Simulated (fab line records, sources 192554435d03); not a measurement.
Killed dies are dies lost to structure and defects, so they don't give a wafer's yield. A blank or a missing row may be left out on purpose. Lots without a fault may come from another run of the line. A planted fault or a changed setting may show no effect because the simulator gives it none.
Chamber matching | flow n5_finfet | N5_BEOL_M5_DEP_56 on pecvd-03: 3 sister chambers
The step deposits SiCN from 3MS/NH3, target thk 8 nm, time 14 s. 14 wafers are shown with their chamber, then 7 later ones without.

WAFERS WITH THEIR CHAMBER
wafer  | chamber | throttle_valve_pct (%) | showerhead_plenum_p_Torr (Torr)
L074.2 | 0       | 9.8                    | 3.667
L074.3 | 1       | 9.4                    | 3.662
L074.4 | 0       | 10.1                   | 3.667
L085.1 | 1       | 9.4                    | 3.669
L085.2 | 0       | 10.1                   | 3.660
L085.3 | 2       | 8.7                    | 3.667
L088.2 | 1       | 9.2                    | 3.669
L088.3 | 0       | 10.1                   | 3.653
L088.5 | 1       | 9.5                    | 3.668
L090.2 | 1       | 9.2                    | 3.655
L090.3 | 0       | 10.2                   | 3.668
L090.4 | 1       | 9.4                    | 3.656
L093.1 | 0       | 10.3                   | 3.661
L093.3 | 1       | 9.3                    | 3.671

SIGNATURES (means of the wafers above)
reading                  | chamber 0 | chamber 1 | chamber 2 | scatter within a chamber
throttle_valve_pct       | 10.100    | 9.343     | 8.700     | 0.141
showerhead_plenum_p_Torr | 3.66267   | 3.66429   | 3.66700   | 0.00627
Rule: a wafer's distance from a chamber is the root of the sum, over the readings, of the square of ((its reading less the chamber's mean) divided by the reading's scatter). The wafer belongs to the nearest chamber; if the next one is less than 2 further off, it can't be placed. The scatter: the root of (the sum of the squares of (reading less its chamber's mean) over the shown wafers, divided by (wafers less chambers)).

WAFERS WITHOUT THEIR CHAMBER
wafer  | throttle_valve_pct (%) | showerhead_plenum_p_Torr (Torr)
L093.6 | 9.4                    | 3.659
L094.1 | 10.2                   | 3.657
L094.2 | 9.3                    | 3.662
L094.3 | 8.8                    | 3.672
L097.1 | 8.9                    | 3.664
L097.3 | 9.4                    | 3.671
L097.6 | 9.4                    | 3.671

WHICH CHAMBER EACH WENT THROUGH
wafer  | from the rows above     | in truth
L093.6 | 1                       | 1
L094.1 | 0                       | 0
L094.2 | 1                       | 1
L094.3 | 2                       | 2
L097.1 | can't be placed: 2 or 1 | 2
L097.3 | 1                       | 1
L097.6 | 1                       | 1
Placed correctly: 6 of 7. Can't be placed from these rows: 1 (the true chamber is among the candidates in 1). Placed wrongly: 0.
